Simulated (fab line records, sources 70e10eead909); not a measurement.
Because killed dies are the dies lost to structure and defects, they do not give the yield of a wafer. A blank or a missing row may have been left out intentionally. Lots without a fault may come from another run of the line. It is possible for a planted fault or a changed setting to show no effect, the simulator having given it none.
fab line records	flow nand_harc
record lots=13	wafers=38	last_day=33
route steps=1302 shown A_WL_FILL@956 A_BONDPAD@1231 THIN_TSV@1280 END@1302
lots that met no fault: taken from a fault-free run of the same line
start_h: the number of hours between the record's first day and the start of the first shown wafer of the lot	wait_h: time in hours since the lot's previous step	" same as the row above	L1.1+2: several wafers, shown together as one row	- value missing, or start not given	* or withheld: withheld	< > ~ a bound
route shown NAME@n: a module of which the file shows steps, and the number in the route of the first	usual: mean and standard deviation over wafers with no fault	same: alike in all rows	chamber/n: place in a boat	sites: readings site by site	_std_site: standard deviation across them	_edge_site: mean of outer sites minus mean of inner sites	radius_mm: how far each site lies from the wafer's centre	mask NAME#n: copy n	behind: the last tool/chamber to shape the wafer	hold: what put the lot on hold/how long, in hours/how the hold closed	device: whichever transistor did not switch (one of n, p or np)	end of line: tests of these same wafers at the route's end	a step without rows: its recipe alone	killed: dies lost to structure and defects at the first sort, not the wafer's yield	map: shows each die of a wafer: x if killed, . if not, _ if none is there
set.NAME: the run value of the setting; set.NAME@STEP: its run value at that earlier step	model.NAME: the simulator's own value behind a step, which no gauge read
a sample of lots followed through the steps of the route, with each step as a table and each wafer as a row
services: from which hour (start_h, from the record's first day; less than 0 if before it) a tool's chamber was out of use, for how many hours, and why
## steps
# step NHARC_A_WL_FILL_CVD_03
# recipe target_thk_a=400	temp_c=300	pressure_torr=40	wf6_flow_sccm=40	h2_flow_sccm=1600	ar_flow_sccm=1560	time_s=279	material=W
# usual heater_power_w=471/41	throttle_valve_pct=7.84/0.18
lot.wafer	tool	chamber	start_h	wait_h	heater_power_w	throttle_valve_pct
L148.4	cvd_w-02	0	476.43	0.2	511	7.48
L148.5	"	0	"	"	516	7.43
L148.6	"	1	"	"	416	7.91
L149.2	cvd_w-02	0	483.49	0.1	526	7.96
L149.1	"	1	"	"	413	7.67
L149.4	"	1	"	"	409	7.85
L155.1	cvd_w-02	1	555.73	0.1	415	7.97
L155.2	"	0	"	"	514	7.79
L158.3	cvd_w-01	1	569.45	0.2	440	7.88
L158.4	"	0	"	"	495	7.95
L158.6	"	0	"	"	490	7.93
L157.1	cvd_w-02	1	569.57	0.1	416	7.81
L157.3	"	0	"	"	518	7.96
L157.5	"	1	"	"	422	7.68
L161.2	cvd_w-01	1	593.37	0.1	457	7.86
L161.3	"	0	"	"	518	7.72
L161.5	"	0	"	"	502	7.78
L163.2	cvd_w-02	0	622.78	0.1	522	7.95
L163.3	"	1	"	"	420	7.87
L163.5	"	0	"	"	511	7.69
L162.2	cvd_w-01	0	634.94	0.1	501	7.71
L162.1	"	1	"	"	448	7.97
L162.6	"	1	"	"	460	8.06
L164.4	cvd_w-02	1	653.33	0.5	404	7.61
L164.6	"	1	"	"	411	7.34
L164.5	"	0	"	"	512	7.81
L166.1	cvd_w-02	0	655.01	0.1	506	7.61
L166.3	"	1	"	"	403	7.80
L166.4	"	0	"	"	518	7.61
L165.4	cvd_w-01	1	658.54	0.2	454	7.78
L165.5	"	0	"	"	507	7.80
L165.6	"	1	"	"	464	8.15
L168.2	cvd_w-02	1	670.47	0.1	395	7.70
L168.6	"	0	"	"	513	7.72
L168.5	"	1	"	"	403	7.60
L167.1	cvd_w-01	1	670.59	0.1	448	7.91
L167.2	"	0	"	"	504	7.83
L167.6	"	1	"	"	454	8.24
# step NHARC_A_BONDPAD_CMP_19
# recipe t_overpolish_s=30	cu_recess_touch_s=16	target_thk_nm=169.82
# usual motor_current_A=12.2/0.81	overpolish_run_s=30.001/0.009
lot.wafer	tool	chamber	start_h	wait_h	motor_current_A	overpolish_run_s
L148.4	cmp-03	0	545.09	-	12.4	29.999
L148.5	"	2	"	"	12.9	30.015
L148.6	"	3	"	"	11.4	30.021
L149.1	cmp-04	0	549.57	-	11.8	30.012
L149.2	"	2	"	"	11.3	30.010
L149.4	"	3	"	"	13.9	30.006
L155.2	cmp-03	0	622.11	-	13.0	30.000
L155.1	"	2	"	"	12.3	29.998
L158.4	cmp-04	2	634.87	-	11.3	29.996
L158.3	"	3	"	"	13.0	29.997
L158.6	"	1	"	"	11.9	30.001
L157.3	cmp-03	3	636.86	-	11.1	30.009
L157.1	"	0	"	"	13.3	29.993
L157.5	"	3	"	"	11.3	30.007
L161.3	cmp-03	2	657.86	-	12.7	30.011
L161.2	"	0	"	"	11.8	30.004
L161.5	"	1	"	"	13.0	29.989
L163.3	cmp-04	0	688.82	-	11.8	30.004
L163.2	"	1	"	"	11.8	29.999
L163.5	"	2	"	"	11.0	30.011
L162.2	cmp-03	1	705.87	-	13.8	29.999
L162.1	"	2	"	"	12.2	29.994
L162.6	"	3	"	"	11.2	30.010
L166.4	cmp-02	2	724.83	-	11.5	29.999
L166.1	"	3	"	"	12.6	29.992
L166.3	"	0	"	"	12.3	29.987
L164.4	cmp-03	0	726.56	-	12.8	29.992
L164.5	"	1	"	"	13.7	29.992
L164.6	"	2	"	"	12.7	30.001
L165.4	cmp-03	1	727.66	-	13.3	30.000
L165.5	"	2	"	"	11.9	30.003
L165.6	"	3	"	"	11.8	29.999
L168.2	cmp-03	3	735.62	-	11.6	30.003
L168.6	"	1	"	"	13.8	29.994
L168.5	"	2	"	"	12.6	29.995
L167.2	cmp-04	0	740.95	-	11.8	29.991
L167.1	"	1	"	"	11.7	30.021
L167.6	"	3	"	"	12.8	30.009
# step NHARC_A_BONDPAD_THK_MEAS_20
# recipe thk_meas_gauge=xrf
# usual thk_nm=169.7/1.5
lot.wafer	tool	chamber	start_h	wait_h	thk_nm
L148.4	film_metro-01	-	545.35	-	171.2
L148.5	"	-	"	"	172.9
L148.6	"	-	"	"	170.0
L149.1	film_metro-01	-	549.89	-	170.5
L149.2	"	-	"	"	170.9
L149.4	"	-	"	"	170.4
L155.1	film_metro-01	-	622.41	-	170.4
L155.2	"	-	"	"	170.1
L158.3	film_metro-01	-	635.14	-	173.5
L158.4	"	-	"	"	171.8
L158.6	"	-	"	"	171.4
L157.1	film_metro-02	-	637.16	-	170.9
L157.3	"	-	"	"	169.0
L157.5	"	-	"	"	170.4
L161.2	film_metro-01	-	658.16	-	170.8
L161.3	"	-	"	"	170.7
L161.5	"	-	"	"	171.3
L163.2	film_metro-02	-	689.08	-	167.7
L163.3	"	-	"	"	170.1
L163.5	"	-	"	"	170.1
L162.1	film_metro-02	-	706.14	-	168.7
L162.2	"	-	"	"	169.5
L162.6	"	-	"	"	170.1
L166.1	film_metro-01	-	725.12	-	168.0
L166.3	"	-	"	"	167.2
L166.4	"	-	"	"	168.1
L164.4	film_metro-02	-	726.81	-	168.0
L164.5	"	-	"	"	170.6
L164.6	"	-	"	"	168.0
L165.4	film_metro-01	-	727.90	-	168.2
L165.5	"	-	"	"	172.5
L165.6	"	-	"	"	170.0
L168.2	film_metro-01	-	735.88	-	167.8
L168.5	"	-	"	"	168.1
L168.6	"	-	"	"	170.0
L167.1	film_metro-01	-	741.21	-	169.8
L167.2	"	-	"	"	170.5
L167.6	"	-	"	"	167.8
# step NHARC_THIN_TSV_PRE_CLEAN_54
# recipe time_s=30	temp_c=280	gas=H2/He
# usual heater_power_w=419/52
lot.wafer	tool	chamber	start_h	wait_h	heater_power_w
L148.4	pvd_sputter-03	-	560.97	0.1	392
L148.6	"	-	"	"	433
L148.5	"	-	"	"	400
L149.4	pvd_sputter-01	-	570.74	0.0	496
L149.1	"	-	"	"	440
L149.2	"	-	"	"	353
L155.1	pvd_sputter-01	-	638.37	0.1	361
L155.2	"	-	"	"	501
L158.4	pvd_sputter-03	-	652.55	0.1	446
L158.3	"	-	"	"	440
L158.6	"	-	"	"	455
L157.1	pvd_sputter-01	-	654.05	0.1	476
L157.3	"	-	"	"	458
L157.5	"	-	"	"	369
L161.3	pvd_sputter-01	-	675.43	0.0	471
L161.2	"	-	"	"	362
L161.5	"	-	"	"	474
L163.3	pvd_sputter-01	-	711.08	0.1	478
L163.2	"	-	"	"	463
L163.5	"	-	"	"	476
L162.2	pvd_sputter-01	-	724.86	0.0	363
L162.1	"	-	"	"	502
L162.6	"	-	"	"	508
L166.4	pvd_sputter-03	-	751.91	0.1	443
L166.1	"	-	"	"	424
L166.3	"	-	"	"	407
L164.4	pvd_sputter-02	-	752.67	0.1	413
L164.5	"	-	"	"	349
L164.6	"	-	"	"	367
L165.4	pvd_sputter-01	-	753.81	0.1	503
L165.6	"	-	"	"	452
L165.5	"	-	"	"	354
L168.2	pvd_sputter-02	-	761.53	0.1	341
L168.6	"	-	"	"	371
L168.5	"	-	"	"	353
L167.2	pvd_sputter-03	-	763.11	0.0	418
L167.1	"	-	"	"	428
L167.6	"	-	"	"	415
# step NHARC_END_SORT_01
# recipe temp_c=25
# usual killed_at_array=60/21	killed_at_other=1.0/1.2	killed_at_periphery=4.2/2.8	killed_dies=65/20	killed_open=3.1/1.8	killed_short=2.6/1.6
# same gross_dies=677
lot.wafer	tool	chamber	start_h	wait_h	killed_at_array	killed_at_other	killed_at_periphery	killed_dies	killed_open	killed_short
L157.1	prober-02	0	662.71	2.5	293	1	7	301	3	5
L157.3	prober-02	0	664.29	3.1	35	4	9	48	5	0
L157.5	prober-02	0	665.87	3.7	41	1	11	53	3	5
# killed by level:class
L157.1 A_WL_FILL:area_cvd=255 A_SLIT:chamber_film_flake=12 A_CHANNEL_HOLE_D1:chamber_film_flake=10 A_STAIRCASE:chamber_film_flake=5 A_DECK1_JOINT:geometric_particle:short=2 A_WL_FILL:geometric_particle:short=2 P_BONDPAD:chamber_film_flake=2 A_CONTACT:chamber_film_flake=2
L157.3 A_SLIT:chamber_film_flake=16 A_CHANNEL_HOLE_D1:chamber_film_flake=6 A_STAIRCASE:chamber_film_flake=5 P_BONDPAD:chamber_film_flake=3 THIN_TSV:chamber_film_flake=3 P_CONTACT:geometric_particle:open=2 P_ZERO_WELL:chamber_film_flake=2 A_CONTACT:chamber_film_flake=2
L157.5 A_SLIT:chamber_film_flake=17 A_CHANNEL_HOLE_D1:chamber_film_flake=8 A_STAIRCASE:chamber_film_flake=4 A_CONTACT:chamber_film_flake=4 P_CONTACT:geometric_particle:short=3 P_GATE:chamber_film_flake=2 A_ZERO_WELL:chamber_film_flake=2 A_CHANNEL_FILL_D2:chamber_film_flake=2
## services
tool	chamber	start_h	hours	kind
cmp-03	-	454.50	1.3	repair
cmp-03	-	457.10	4.0	pm
cvd_w-02	-	470.75	0.3	repair
pvd_sputter-03	-	489.40	4.5	repair
cmp-04	-	503.08	4.0	pm
cmp-04	-	511.53	0.6	repair
pvd_sputter-03	-	526.02	10.0	pm
cmp-03	-	531.46	6.7	repair
cvd_w-02	0	537.19	6.3	repair
cvd_w-01	-	547.00	13.0	pm
cmp-03	-	555.10	4.0	pm
cmp-03	-	567.50	0.9	repair
pvd_sputter-01	-	582.05	10.0	pm
cmp-04	-	601.08	4.0	pm
cmp-03	-	603.41	2.5	repair
cvd_w-02	-	631.00	13.0	pm
pvd_sputter-01	-	650.57	1.7	repair
cmp-03	-	653.10	4.0	pm
cmp-04	-	672.53	0.3	repair
cvd_w-01	1	719.02	10.3	repair
cvd_w-01	-	728.00	13.0	pm
cmp-03	-	751.10	4.0	pm
cvd_w-01	-	751.53	2.0	repair
pvd_sputter-01	-	760.05	10.0	pm
## key
first_sign step=NHARC_END_SORT_01	reading=killed_dies	direction=up	sigmas=12	usual=65	struck=301
effect step=NHARC_END_SORT_01	reading=killed_at_array	direction=up	sigmas=11	usual=60	struck=293
more_kills_born_at NHARC_A_WL_FILL_CVD_03@cvd_w-02=255
met_at NHARC_A_WL_FILL_CVD_03
struck_lots L157
struck_wafers L157.1
tester_left_out L157
not_acting_at NHARC_A_BONDPAD_CMP_19,NHARC_A_BONDPAD_THK_MEAS_20,NHARC_THIN_TSV_PRE_CLEAN_54
onset_between 483.49 569.57
fault kind=process_parameter_drift	tool=cvd_w-02	chamber=-	onset_h=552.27	steps=NHARC_A_WL_FILL_CVD_03	channel=target_thk_a	offset=*	shape=step	end_h=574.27	scope=struck_wafers_only	acts_in=*	stated=*
# tester_left_out: of these lots the tester's yield and bins aren't shown, on N5 and GAA mostly nor the transistor test; their killed dies are dies lost to structure and defects alone, not to doping, threshold or leakage, so they don't give the yield
